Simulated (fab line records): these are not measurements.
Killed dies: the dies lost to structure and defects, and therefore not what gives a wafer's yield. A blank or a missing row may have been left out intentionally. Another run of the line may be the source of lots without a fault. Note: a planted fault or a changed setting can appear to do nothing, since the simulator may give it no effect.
Comparing a struck lot with a sound one	flow nand_harc	41 out of 1302 route steps
Sound: the wafers L161.1, L161.2, L161.3. Wafers struck: L171.2, L171.4, L171.5. At the end, the cause is stated.
At each step with rows: each side's tool, then ch and its chambers, then its first start. Under that, the readings that differ: sound wafers	struck wafers	difference of the means	sigmas: that difference in standard deviations of wafers without a fault.
alike: readings with means less than 2 such deviations apart, plus words and numbers identical on both sides. not compared: withheld readings, readings lacking a value on some wafer, bounds such as >300 that could conceal the same value, and numbers that have no deviation in the record and whose values overlap.
Wherever a step has rows on one side only, a row that says differs or no value, or a row with sigmas, the two part there. Non-overlapping numbers with no deviation appear without sigmas and do not part them. A reading missing from all wafers of one side parts the sides only when that side holds two or more wafers.

first, 1 step without rows for these wafers: NHARC_A_CONTACT_ETCH_50 (etches the open film in CF4/CHF3, target depth 121 nm, time 60.5 s).
NHARC_A_CONTACT_ETCH_51: etches the open film in O2/COS, target depth 7000 nm, time 1820 s.
  sound: rie_diel-04 ch 0,1,2; struck: rie_diel-13 ch 1,3
  alike: drypump_motor_current_A, oes_product_au, rf_vpp_V, showerhead_plenum_p_Torr, throttle_valve_pct
  not compared: rf_hours_counter_h
then, 2 steps without rows for these wafers: NHARC_A_CONTACT_ETCH_111 (etches the open film in C4F8/O2/Ar, time 140 s, target depth 700 nm); NHARC_A_CONTACT_ETCH_112 (etches the open film in C4F8/O2/Ar, time 190 s, target depth 1850 nm).
NHARC_A_CONTACT_ETCH_113: etches the open film in C4F8/O2/Ar, time 190 s, target depth 1850 nm.
  sound on har_cap_etch-01 ch 0,1, day 24 04:46; struck on har_cap_etch-01 ch 0, day 28 05:52
  not compared: rf_hours_counter_h
NHARC_A_CONTACT_ETCH_114: etches the open film in C4F8/O2/Ar, time 190 s, target depth 1850 nm.
  sound on har_cap_etch-01 ch 0,1, day 24 04:56; struck on har_cap_etch-01 ch 0, day 28 06:02
  not compared: rf_hours_counter_h
then, 5 steps without rows for these wafers: NHARC_A_CONTACT_ETCH_115 (etches the open film in C4F8/O2/Ar, time 190 s, target depth 1850 nm); NHARC_A_CONTACT_ETCH_116 (etches the open film in C4F8/O2/Ar, time 190 s, target depth 1850 nm); NHARC_A_CONTACT_ETCH_117 (etches the open film in C4F8/O2/Ar, time 190 s, target depth 1850 nm); NHARC_A_CONTACT_ETCH_118 (etches the open film in C4F8/O2/Ar, time 190 s, target depth 1850 nm); NHARC_A_CONTACT_ETCH_119 (etches the open film in C4F8/O2/Ar, time 190 s, target depth 1850 nm).
NHARC_A_CONTACT_ETCH_120: etches the open film in C4F8/O2/Ar, time 190 s, target depth 1850 nm.
  sound on har_cap_etch-01 ch 0,1, day 24 05:58; struck on har_cap_etch-01 ch 0, day 28 07:04
  not compared: rf_hours_counter_h
NHARC_A_CONTACT_ETCH_121: etches the open film in C4F8/O2/Ar, time 190 s, target depth 1850 nm.
  sound on har_cap_etch-01 ch 0,1, day 24 06:08; struck on har_cap_etch-01 ch 0, day 28 07:14
  not compared: rf_hours_counter_h
then, 4 steps without rows for these wafers: NHARC_A_CONTACT_ETCH_122 (etches the open film in C4F8/O2/Ar, time 190 s, target depth 1850 nm); NHARC_A_CONTACT_ETCH_123 (etches the open film in C4F8/O2/Ar, time 490 s, target depth 2110 nm); NHARC_A_CONTACT_ETCH_90 (etches the open film in CH3F/O2, target depth 40 nm, time 85.7 s); NHARC_A_CONTACT_ETCH_96 (etches the open film in C4F6/O2, target depth 20 nm, time 10 s).
NHARC_A_CONTACT_CD_MEAS_53:
  sound on cd_sem-03 at day 24 07:40; struck on cd_sem-01 at day 28 08:51
  alike: cd_nm
then, 6 steps without rows for these wafers: NHARC_A_CONTACT_STRIP_99 (strips in N2/H2); NHARC_A_CONTACT_STRIP_100 (strips in CF4/CHF3); NHARC_A_CONTACT_STRIP_101 (strips in O2/COS); NHARC_A_CONTACT_ETCH_102 (etches the open film in CF4/O2, target depth 100 nm, overetch 10 nm, time 55 s); NHARC_A_CONTACT_STRIP_55 (strips in O2); NHARC_A_CONTACT_STRIP_56 (strips in post etch residue remover, time 600 s).
NHARC_A_CONTACT_DEP_57: deposits aC, target thk 5300 nm.
  sound on acl_dep-02 ch 0, day 24 09:41; struck on acl_dep-02 ch 0, day 28 10:29
  alike: throttle_valve_pct
then, 11 steps without rows for these wafers: NHARC_A_CONTACT_DEP_58 (deposits SiON, target thk 90 nm); NHARC_A_CONTACT_DEHYDRATE_59 (time 120 s); NHARC_A_CONTACT_HMDS_60 (time 30 s); NHARC_A_CONTACT_COAT_61 (time 75 s); NHARC_A_CONTACT_COAT_62 (time 65 s); NHARC_A_CONTACT_COAT_63 (resist thk 90 nm); NHARC_A_CONTACT_SOFTBAKE_64 (time 55 s); NHARC_A_CONTACT_EBR_65; NHARC_A_CONTACT_EXPOSE_66 (exposes mask A CC 2); NHARC_A_CONTACT_PEB_67 (peb time 65 s); NHARC_A_CONTACT_DEVELOP_68 (develop time 35 s).
NHARC_A_CONTACT_CD_MEAS_69: target cd 300 nm.
  sound on cd_sem-03 ch 0, day 24 13:37; struck on cd_sem-02 ch 0, day 28 13:55
  alike: cd_nm
NHARC_A_CONTACT_OVL_MEAS_70:
  sound on overlay-02 at day 24 13:42; struck on overlay-01 at day 28 14:00
reading	sound	struck	difference	sigmas
overlay_y_nm (nm)	-0.3 -0.7 -0.9	2.3 2.3 1.9	+2.8	+3
  alike: overlay_x_nm
NHARC_A_CONTACT_DESCUM_74: chemistry O2, time 3 s.
  sound on rie_diel-07 ch 0,1,2, day 24 13:48; struck on rie_diel-07 ch 0,1,2, day 28 18:19
reading	sound	struck	difference	sigmas
hold	- - -	await_dispo/4.0h/release await_dispo/4.0h/release await_dispo/4.0h/release	no value on the sound wafers	
  alike: drypump_motor_current_A, oes_product_au, rf_vpp_V, showerhead_plenum_p_Torr, throttle_valve_pct
  not compared: rf_hours_counter_h
then, 1 step without rows for these wafers: NHARC_A_CONTACT_ETCH_75 (etches the open film in CF4, target depth 39 nm, time 65 s).
-- record jumps: 3 days between struck wafers' starts before vs after; left off in module A_CONTACT, resumes in module END, first step shown is number 1302 of the route --
NHARC_END_SORT_01:
  the record has rows for the struck wafers here (prober-02 ch 0, day 32 04:16) and none for the sound ones

== WHERE THEY PART ==
Earliest at NHARC_A_CONTACT_OVL_MEAS_70; latest, in this record, at NHARC_END_SORT_01.

WHY: what had been put in by the simulator
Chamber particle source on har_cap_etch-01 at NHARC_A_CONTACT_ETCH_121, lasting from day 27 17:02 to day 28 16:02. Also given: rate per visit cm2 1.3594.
